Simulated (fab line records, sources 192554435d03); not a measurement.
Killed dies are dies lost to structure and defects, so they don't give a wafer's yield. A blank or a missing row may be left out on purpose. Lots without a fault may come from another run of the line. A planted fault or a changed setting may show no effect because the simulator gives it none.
Which tool did it? | flow n5_finfet | 10 lots, 30 wafers sampled, at 5 steps of a route of 1938

WHAT THE GAUGES READ, wafer by wafer
N5_BEOL_M15_OVL_MEAS_11.
lot  | measured     | on         | V14_OVL (nm)
L722 | day 11 20:00 | overlay-02 | 0 4 3
L723 | day 11 21:05 | overlay-02 | 4 6 6
L724 | day 12 01:40 | overlay-02 | 7 7 3
L725 | day 12 11:06 | overlay-01 | 43 47 43
L728 | day 13 13:34 | overlay-02 | -1 1 0
L729 | day 13 23:31 | overlay-01 | 44 45 47
L736 | day 15 05:43 | overlay-01 | 6 3 7
L740 | day 16 06:59 | overlay-02 | 6 6 6
L737 | day 16 08:33 | overlay-02 | 1 5 2
L743 | day 17 11:38 | overlay-01 | 9 -1 4

WHICH TOOL RAN EACH LOT (tool, then ch and the chambers of the sampled wafers, then the start)
lot  | N5_BEOL_M14_SPUTTER_44       | N5_BEOL_M14_SPUTTER_45       | N5_BEOL_M15_ILD_DEP_00          | N5_BEOL_M15_EXPOSE_07
L722 | pvd_sputter-03, day 11 18:07 | pvd_sputter-03, day 11 18:12 | pecvd-02 ch 0,1,2, day 11 19:17 | krf_scanner-01 ch 0, day 11 19:48
L723 | pvd_sputter-01, day 11 18:40 | pvd_sputter-01, day 11 18:44 | pecvd-02 ch 0,1,2, day 11 20:31 | krf_scanner-01 ch 0, day 11 20:53
L724 | pvd_sputter-01, day 11 23:55 | pvd_sputter-01, day 11 23:59 | pecvd-04 ch 1,2, day 12 01:05   | krf_scanner-01 ch 0, day 12 01:28
L725 | pvd_sputter-03, day 12 09:08 | pvd_sputter-03, day 12 09:13 | pecvd-02 ch 0,2, day 12 10:31   | krf_scanner-01 ch 0, day 12 10:53
L728 | pvd_sputter-03, day 13 10:45 | pvd_sputter-03, day 13 10:50 | pecvd-03 ch 0,2, day 13 12:59   | krf_scanner-02 ch 0, day 13 13:22
L729 | pvd_sputter-03, day 13 21:17 | pvd_sputter-03, day 13 21:22 | pecvd-03 ch 1,2, day 13 22:49   | krf_scanner-01 ch 0, day 13 23:19
L736 | pvd_sputter-02, day 15 03:16 | pvd_sputter-02, day 15 03:20 | pecvd-04 ch 0, day 15 04:55     | krf_scanner-02 ch 0, day 15 05:31
L740 | pvd_sputter-01, day 16 05:14 | pvd_sputter-01, day 16 05:19 | pecvd-04 ch 0,2, day 16 06:24   | krf_scanner-02 ch 0, day 16 06:47
L737 | pvd_sputter-01, day 16 06:48 | pvd_sputter-01, day 16 06:53 | pecvd-04 ch 0,1,2, day 16 07:58 | krf_scanner-02 ch 0, day 16 08:21
L743 | pvd_sputter-03, day 17 09:35 | pvd_sputter-03, day 17 09:40 | pecvd-03 ch 0,1, day 17 10:46   | krf_scanner-02 ch 0, day 17 11:25
- N5_BEOL_M14_SPUTTER_44: material Ta, target thk 15 nm, time 24.19 s.
- N5_BEOL_M14_SPUTTER_45: material Cu, target thk 100 nm, time 16.67 s.
- N5_BEOL_M15_ILD_DEP_00: deposits SiO2 from TEOS/O2, target thk 1629.3 nm, time 346.1 s.
- N5_BEOL_M15_EXPOSE_07: exposes mask V14.

WHAT THE TOOLS THEMSELVES READ (means of the sampled wafers that have a number; where no wafer has one, the mark that the record gives instead)
N5_BEOL_M14_SPUTTER_44.
lot  | tool           | substrate_temp_c (C) | throttle_valve_pct (%)
L722 | pvd_sputter-03 | 49.90                | 30.8
L723 | pvd_sputter-01 | 49.93                | 29.3
L724 | pvd_sputter-01 | 49.99                | 30.2
L725 | pvd_sputter-03 | 50.03                | 30.2
L728 | pvd_sputter-03 | 50.09                | 31.0
L729 | pvd_sputter-03 | 49.98                | 29.3
L736 | pvd_sputter-02 | 49.93                | 30.9
L740 | pvd_sputter-01 | 49.91                | 30.7
L737 | pvd_sputter-01 | 49.90                | 30.9
L743 | pvd_sputter-03 | 49.95                | 29.6

N5_BEOL_M14_SPUTTER_45.
lot  | tool           | substrate_temp_c (C) | throttle_valve_pct (%)
L722 | pvd_sputter-03 | -20.00               | 30.9
L723 | pvd_sputter-01 | -19.95               | 29.4
L724 | pvd_sputter-01 | -20.10               | 30.1
L725 | pvd_sputter-03 | -20.01               | 29.9
L728 | pvd_sputter-03 | -19.96               | 30.9
L729 | pvd_sputter-03 | -19.96               | 29.4
L736 | pvd_sputter-02 | -19.94               | 30.9
L740 | pvd_sputter-01 | -19.98               | 30.6
L737 | pvd_sputter-01 | -20.02               | 31.0
L743 | pvd_sputter-03 | -20.04               | 29.5

N5_BEOL_M15_ILD_DEP_00.
lot  | tool     | chamber_pressure_Torr (Torr) | heater_power_w (W) | showerhead_plenum_p_Torr (Torr) | showerhead_vpp_V (V) | throttle_valve_pct (%)
L722 | pecvd-02 | 6.502                        | 537                | 8.38                            | 1872                 | 18.3
L723 | pecvd-02 | 6.522                        | 487                | 8.38                            | 1860                 | 18.3
L724 | pecvd-04 | 6.498                        | 654                | 8.38                            | 1841                 | 18.1
L725 | pecvd-02 | 6.501                        | 453                | 8.38                            | 1857                 | 18.1
L728 | pecvd-03 | 6.508                        | 371                | 8.30                            | 1807                 | 19.4
L729 | pecvd-03 | 6.497                        | 564                | 8.36                            | 1819                 | 19.3
L736 | pecvd-04 | 6.491                        | 682                | 8.36                            | 1959                 | 18.1
L740 | pecvd-04 | 6.508                        | 642                | 8.36                            | 1895                 | 17.8
L737 | pecvd-04 | 6.502                        | 705                | 8.36                            | 1914                 | 18.5
L743 | pecvd-03 | 6.488                        | 480                | 8.30                            | 1801                 | 19.3

N5_BEOL_M15_EXPOSE_07.
lot  | tool           | reticle_temp_C (C)
L722 | krf_scanner-01 | 22.96
L723 | krf_scanner-01 | 22.97
L724 | krf_scanner-01 | 22.88
L725 | krf_scanner-01 | 22.97
L728 | krf_scanner-02 | 22.86
L729 | krf_scanner-01 | 23.06
L736 | krf_scanner-02 | 22.95
L740 | krf_scanner-02 | 22.99
L737 | krf_scanner-02 | 22.99
L743 | krf_scanner-02 | 22.89

THE ANSWER, worked out from the rows above alone
Rule: what is usual is taken from the lots themselves. Put in order of their means at a reading, lots are off if they are a third of the lots or fewer, leave a main group of 4 or more, and stand apart from it by a gap of 3 or more times the standard deviation of the main group's means; of several such gaps the widest counts. A main group whose means are all the same, to the digits that the tables above print for the reading, isn't used. A lot without any number at a reading at which 4 lots or more have one is off too. The other lots that the step has rows for count as sound. The gauges are gone through in route order, then the tools' own readings, and for those a lot's mean is taken as printed above. The first step at which some lot is off is used, and at that step the reading that is off furthest; a lot without a number counts as furthest.
Off: L725, L729, at N5_BEOL_M15_OVL_MEAS_11 (V14_OVL). The main group: mean 4 nm, standard deviation 2.
A tool fits if, at a process step before that reading, it ran every lot that is off, and no sound lot after the first of them. The gauges at N5_BEOL_M15_OVL_MEAS_11 are tried like those tools. One fits: krf_scanner-01 at N5_BEOL_M15_EXPOSE_07. Its last sound lot is L724 (day 12 01:28), its first lot that is off L725 (day 12 10:53): a fault that began between those two fits.

WHAT THE SIMULATOR HAD PUT IN
Scanner matching overlay: krf_scanner-01, from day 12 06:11 on, at N5_BEOL_M15_EXPOSE_07. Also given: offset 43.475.
Lots struck among those shown: L725, L729. The rule above found the same.
